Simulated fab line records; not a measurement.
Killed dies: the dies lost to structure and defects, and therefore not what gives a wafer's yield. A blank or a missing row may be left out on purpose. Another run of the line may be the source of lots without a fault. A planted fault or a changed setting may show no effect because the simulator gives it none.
Chamber matching -- flow n5-finfet -- N5_PASSIVATION_PECVD_00 on pecvd-01: 3 sister chambers
The step deposits SiO2 from SiH4/N2O, target thk 200 nm, time 11.2 s. 3 wafers are shown with their chamber, then 7 later ones without.

WAFERS, EACH WITH ITS CHAMBER
wafer,chamber,throttle-valve-pct (%)
L310.6,0,54.7
L313.2,1,54.6
L313.4,2,50.1

WAFERS WITHOUT THEIR CHAMBER
wafer,throttle-valve-pct (%)
L313.6,54.9
L324.2,50.4
L324.3,54.6
L324.6,50.2
L325.1,50.2
L325.4,54.9
L325.5,54.6

THE CHAMBER EACH PASSED THROUGH
wafer,from the rows above,in truth
L313.6,can't be placed: 0 or 1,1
L324.2,2,2
L324.3,can't be placed: 1 or 0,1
L324.6,2,2
L325.1,2,2
L325.4,can't be placed: 0 or 1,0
L325.5,can't be placed: 1 or 0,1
Correctly placed: 3 of 7. Cannot be placed on the basis of these rows: 4; the candidates contain the true chamber in 4. Wrongly placed: 0.
How it was worked out, from the rows above alone: a wafer's distance from a chamber is the root of the sum, over the readings, of the square of ((its reading less the chamber's mean) divided by the reading's scatter). If the next closest chamber is less than 2 further off than the closest, the wafer can't be placed; otherwise it belongs to the closest. For every chamber, the mean is computed from those of its wafers that are shown. The scatter: root of mean squared gap, hidden wafer to nearest shown wafer, with one shown wafer a chamber.
